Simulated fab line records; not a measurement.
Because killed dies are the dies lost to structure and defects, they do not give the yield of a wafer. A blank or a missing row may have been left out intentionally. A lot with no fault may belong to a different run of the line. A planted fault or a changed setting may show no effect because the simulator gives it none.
Which tool did it? ; flow n5-finfet ; 12 lots, 36 wafers sampled, at 2 steps of a route of 1938

== WHAT THE GAUGES READ, wafer by wafer ==
N5_MIM_TOP_LITHO_CD_MEAS_08: target cd 2000 nm.
lot;measured;on;cd-nm (nm)
L075;day 13 20:40;cd-sem-02;2002.7 2006.5 2002.0
L076;day 14 11:23;cd-sem-03;2001.9 2001.4 2003.1
L079;day 14 22:01;cd-sem-02;1998.1 2002.2 2000.3
L082;day 15 03:27;cd-sem-02;1999.0 2002.9 2002.6
L084;day 16 05:04;cd-sem-03;1999.7 1999.0 1998.8
L085;day 16 09:20;cd-sem-01;1997.1 2003.9 2001.2
L087;day 17 04:01;cd-sem-01;2002.2 1998.2 1997.8
L086;day 17 22:55;cd-sem-02;2001.5 2002.4 2001.8
L093;day 18 13:59;cd-sem-01;1999.2 2003.3 2001.5
L094;day 19 16:20;cd-sem-02;1997.5 2000.7 2000.9
L097;day 20 11:38;cd-sem-03;1995.4 2000.7 2002.9
L095;day 20 23:07;cd-sem-01;2002.0 1999.9 2000.8

== TOOL THAT RAN EACH LOT (tool first, then ch and the chambers of the sampled wafers, then the start) ==
lot;N5_BEOL_M15_SPUTTER_45
L075;pvd-sputter-03, day 13 15:59
L076;pvd-sputter-02, day 14 06:31
L079;pvd-sputter-03, day 14 17:51
L082;pvd-sputter-02, day 14 23:40
L084;pvd-sputter-03, day 15 23:31
L085;pvd-sputter-02, day 16 05:32
L087;pvd-sputter-03, day 16 18:10
L086;pvd-sputter-03, day 17 17:52
L093;pvd-sputter-02, day 18 06:57
L094;pvd-sputter-03, day 19 03:51
L097;pvd-sputter-02, day 20 02:41
L095;pvd-sputter-03, day 20 14:04
- N5_BEOL_M15_SPUTTER_45: material Cu, target thk 100 nm, time 16.67 s.

== THE ANSWER, worked out from the rows above alone ==
Rule: what is usual is taken from the lots themselves. Put in order of their means at a reading, lots are off if they are a third of the lots or fewer, leave a main group of 4 or more, and stand apart from it by a gap of 3 or more times the standard deviation of the main group's means; of several such gaps the widest counts. Not used: any main group whose means are identical at the precision the tables above print for the reading. Also off: a lot with no number at a reading for which 4 or more lots have one. The other lots that the step has rows for count as sound.
Across all readings shown, no lot is off: no conclusion can be drawn from this.

== WHAT HAD BEEN PUT IN BY THE SIMULATOR ==
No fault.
